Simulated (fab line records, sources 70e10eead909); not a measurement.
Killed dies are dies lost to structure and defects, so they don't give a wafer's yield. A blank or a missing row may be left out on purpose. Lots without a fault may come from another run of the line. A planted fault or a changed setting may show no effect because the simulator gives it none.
A struck lot beside a sound one | flow nand_harc | 43 steps out of a route of 1159
Sound: wafers L646.2, L646.3, L646.4. Struck: wafers L661.2, L661.5, L661.6. The cause comes at the end.
At each step with rows: each side's tool, then ch and its chambers, then its first start. Under that, the readings that differ: sound wafers | struck wafers | difference of the means | sigmas: that difference in standard deviations of wafers without a fault.
alike: readings whose means differ by less than 2 such deviations, and words and numbers that are the same on both sides. not compared: withheld readings, readings that some wafer has no value for, bounds like >300 that may hide the same value, and numbers for which the record gives no deviation and whose values overlap.
The two part at a step that has a row with sigmas, a row that says differs or no value, or rows on one side only. Numbers that don't overlap but have no deviation are shown without sigmas and don't part them. A reading that every wafer of one side lacks parts them only if that side has two wafers or more.

first, 2 steps without rows for these wafers: NHARC_A_CONTACT_PEB_40 (peb time 65 s); NHARC_A_CONTACT_DEVELOP_41 (develop time 35 s).
NHARC_A_CONTACT_CD_MEAS_42: target cd 200 nm.
  sound on cd_sem-02 ch 0, day 16 18:05; struck on cd_sem-02 ch 0, day 20 10:58
  alike: cd_nm
NHARC_A_CONTACT_OVL_MEAS_43:
  sound on overlay-02, day 16 18:10; struck on overlay-01, day 20 11:04
  reading           | sound          | struck      | difference | sigmas
  overlay_x_nm (nm) | -2.0 -1.4 -1.6 | 0.8 0.8 0.6 | +2.4       | +3
  alike: overlay_y_nm
NHARC_A_CONTACT_INSPECT_44:
  sound on defect_inspect-02, day 16 18:13; struck on defect_inspect-01, day 20 11:06
  alike: raw_defect_count
then, 1 step without rows for these wafers: NHARC_A_CONTACT_DESCUM_47 (chemistry O2, time 3 s).
NHARC_A_CONTACT_ETCH_48: etches the open film in CF4, target depth 39 nm, time 65 s.
  sound on rie_diel-02 ch 0,1,2, day 16 18:21; struck on rie_diel-02 ch 0,2,3, day 20 11:16
  alike: bias_w, chamber_pressure_mTorr, drypump_motor_current_A, oes_product_au, rf_vpp_V, showerhead_plenum_p_Torr, throttle_valve_pct
  not compared: rf_hours_counter_h
then, 3 steps without rows for these wafers: NHARC_A_CONTACT_ETCH_49 (etches the open film in N2/H2, target depth 260 nm, time 475.3 s); NHARC_A_CONTACT_ETCH_50 (etches the open film in CF4/CHF3, target depth 84.7 nm, time 42.4 s); NHARC_A_CONTACT_ETCH_51 (etches the open film in O2/COS, target depth 3600 nm, time 936 s).
NHARC_A_CONTACT_ETCH_111: etches the open film in C4F8/O2/Ar, time 140 s, target depth 700 nm.
  sound on har_cap_etch-01 ch 0,1, day 16 19:32; struck on har_cap_etch-01 ch 0,1, day 20 12:28
  alike: chamber_pressure_mTorr
  not compared: rf_hours_counter_h
then, 1 step without rows for these wafers: NHARC_A_CONTACT_ETCH_112 (etches the open film in C4F8/O2/Ar, time 94 s, target depth 922 nm).
NHARC_A_CONTACT_ETCH_113: etches the open film in C4F8/O2/Ar, time 94 s, target depth 922 nm.
  sound on har_cap_etch-01 ch 0,1, day 16 19:49; struck on har_cap_etch-01 ch 0,1, day 20 12:44
  alike: chamber_pressure_mTorr
  not compared: rf_hours_counter_h
then, 3 steps without rows for these wafers: NHARC_A_CONTACT_ETCH_114 (etches the open film in C4F8/O2/Ar, time 94 s, target depth 922 nm); NHARC_A_CONTACT_ETCH_115 (etches the open film in C4F8/O2/Ar, time 94 s, target depth 922 nm); NHARC_A_CONTACT_ETCH_116 (etches the open film in C4F8/O2/Ar, time 94 s, target depth 922 nm).
NHARC_A_CONTACT_ETCH_117: etches the open film in C4F8/O2/Ar, time 94 s, target depth 922 nm.
  sound on har_cap_etch-01 ch 0,1, day 16 20:11; struck on har_cap_etch-01 ch 0,1, day 20 13:06
  alike: chamber_pressure_mTorr
  not compared: rf_hours_counter_h
then, 7 steps without rows for these wafers: NHARC_A_CONTACT_ETCH_118 (etches the open film in C4F8/O2/Ar, time 94 s, target depth 922 nm); NHARC_A_CONTACT_ETCH_119 (etches the open film in C4F8/O2/Ar, time 94 s, target depth 922 nm); NHARC_A_CONTACT_ETCH_120 (etches the open film in C4F8/O2/Ar, time 94 s, target depth 922 nm); NHARC_A_CONTACT_ETCH_121 (etches the open film in C4F8/O2/Ar, time 94 s, target depth 922 nm); NHARC_A_CONTACT_ETCH_122 (etches the open film in C4F8/O2/Ar, time 95 s, target depth 930 nm); NHARC_A_CONTACT_ETCH_123 (etches the open film in C4F8/O2/Ar, time 253 s, target depth 1090 nm); NHARC_A_CONTACT_ETCH_90 (etches the open film in CH3F/O2, target depth 40 nm, time 85.7 s).
NHARC_A_CONTACT_ETCH_96: etches the open film in C4F6/O2, target depth 20 nm, time 10 s.
  sound on rie_diel-02 ch 0,1,2; struck on rie_diel-02 ch 0,1,3
  alike: bias_w, c4f6_flow_sccm, chamber_pressure_mTorr, drypump_motor_current_A, oes_product_au, rf_vpp_V, showerhead_plenum_p_Torr, throttle_valve_pct
  not compared: rf_hours_counter_h
NHARC_A_CONTACT_CD_MEAS_53:
  sound on cd_sem-01, day 16 21:33; struck on cd_sem-01, day 20 14:28
  reading    | sound             | struck            | difference | sigmas
  cd_nm (nm) | 191.2 190.0 189.7 | 189.3 188.6 189.4 | -1.2       | -2
then, 3 steps without rows for these wafers: NHARC_A_CONTACT_STRIP_99 (strips in N2/H2); NHARC_A_CONTACT_STRIP_100 (strips in CF4/CHF3); NHARC_A_CONTACT_STRIP_101 (strips in O2/COS).
NHARC_A_CONTACT_ETCH_102: etches the open film in CF4/O2, target depth 70 nm, overetch 7 nm, time 38.5 s.
  sound on rie_diel-04 ch 1,2,3, day 16 21:50; struck on rie_diel-02 ch 0,3, day 20 14:45
  alike: bias_w, chamber_pressure_mTorr, drypump_motor_current_A, oes_f_703_au, oes_product_au, rf_vpp_V, showerhead_plenum_p_Torr, throttle_valve_pct
  not compared: rf_hours_counter_h
then, 12 steps without rows for these wafers: NHARC_A_CONTACT_STRIP_55 (strips in O2); NHARC_A_CONTACT_STRIP_56 (strips in post etch residue remover, time 600 s); NHARC_A_CONTACT_DEP_57 (deposits aC, target thk 2800 nm); NHARC_A_CONTACT_DEP_58 (deposits SiON, target thk 60 nm); NHARC_A_CONTACT_DEHYDRATE_59 (time 120 s); NHARC_A_CONTACT_HMDS_60 (time 30 s); NHARC_A_CONTACT_COAT_61 (time 75 s); NHARC_A_CONTACT_COAT_62 (time 65 s); NHARC_A_CONTACT_COAT_63 (resist thk 90 nm); NHARC_A_CONTACT_SOFTBAKE_64 (time 55 s); NHARC_A_CONTACT_EBR_65; NHARC_A_CONTACT_EXPOSE_66 (exposes mask A CC 2).
-- the record jumps here: 3 days lie between the struck wafers' starts before and after (it left off in module A_CONTACT and takes up again in module END, whose first step shown is number 1159 of the route) --
NHARC_END_SORT_01:
  the record has rows for the struck wafers here (prober-01 ch 0, day 23 14:08) and none for the sound ones

WHERE THEY PART
First at NHARC_A_CONTACT_OVL_MEAS_43; last, within this record, at NHARC_END_SORT_01.

WHY: what the simulator had put in
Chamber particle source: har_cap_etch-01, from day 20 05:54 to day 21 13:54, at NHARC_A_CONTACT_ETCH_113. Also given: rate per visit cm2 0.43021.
